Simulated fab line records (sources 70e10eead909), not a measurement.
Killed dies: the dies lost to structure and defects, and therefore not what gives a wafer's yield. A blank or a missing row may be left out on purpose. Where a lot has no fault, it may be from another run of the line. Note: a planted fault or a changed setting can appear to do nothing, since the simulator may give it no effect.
2 desks, one fault + flow nand-harc + only its own numbers are on each desk; what lay behind them is given at the end

== METROLOGY DESK ==
Means of the sampled wafers that have a number, per lot and without regard to the tool the lot ran on: this is what the gauges read. A lot is out of limits, marked OUT, if its mean lies more than 4 standard deviations from the usual mean; the brackets give that distance.
Columns: A = cd-nm at NHARC_A_CHANNEL_HOLE_D1_CD_MEAS_30, usual 89.8 nm
| lot  | first seen here | A    |
|------|-----------------|------|
| L763 | day 9 12:34     | 89.2 |
| L762 | day 9 14:26     | 91.0 |
| L764 | day 9 23:18     | 90.4 |
| L765 | day 10 09:11    | 89.3 |
| L767 | day 11 00:59    | 89.0 |
| L769 | day 12 05:02    | 90.1 |
| L770 | day 12 12:59    | 90.3 |
| L771 | day 13 05:11    | 90.3 |
| L779 | day 16 04:04    | 89.3 |
| L781 | day 17 09:09    | 88.9 |
| L782 | day 17 15:52    | 90.5 |
| L784 | day 18 08:47    | 90.9 |
Finding of this desk: none of the 12 lots has anything out of limits.

== AT THE TOOL OWNER'S DESK: ald-hk-02 ==
The tool's own readings at NHARC_A_CHANNEL_FILL_D1_ALD_16 (deposits SiO2, target thk 1.5 nm, pulse time 10 s, ald cycles 15): means of the sampled wafers that have a number, for each lot that ran on this tool. A lot is out of limits, marked OUT, if its mean lies more than 4 standard deviations from the usual mean; the brackets give that distance.
Columns: A = heater-power-w at NHARC_A_CHANNEL_FILL_D1_ALD_16, usual 446 W; B = precursor-pulse-height-rel at NHARC_A_CHANNEL_FILL_D1_ALD_16, usual 0.998; C = susceptor-temp-C at NHARC_A_CHANNEL_FILL_D1_ALD_16, usual 299.99 C
| lot  | first seen here | A   | B     | C      |
|------|-----------------|-----|-------|--------|
| L770 | day 13 02:02    | 375 | 0.991 | 300.01 |
| L779 | day 16 15:19    | 415 | 1.008 | 299.89 |
| L781 | day 17 23:58    | 450 | 0.994 | -      |
| L782 | day 18 09:11    | 404 | 0.993 | 299.98 |
| L784 | day 18 21:25    | 432 | 1.001 | 299.97 |
Finding of this desk: none of the 5 lots has anything out of limits.

== BROUGHT TOGETHER ==
Nothing out of limits was seen by the metrology desk.
Nothing out of limits was seen by the tool owner's desk.

== WHAT WAS PUT IN BY THE SIMULATOR ==
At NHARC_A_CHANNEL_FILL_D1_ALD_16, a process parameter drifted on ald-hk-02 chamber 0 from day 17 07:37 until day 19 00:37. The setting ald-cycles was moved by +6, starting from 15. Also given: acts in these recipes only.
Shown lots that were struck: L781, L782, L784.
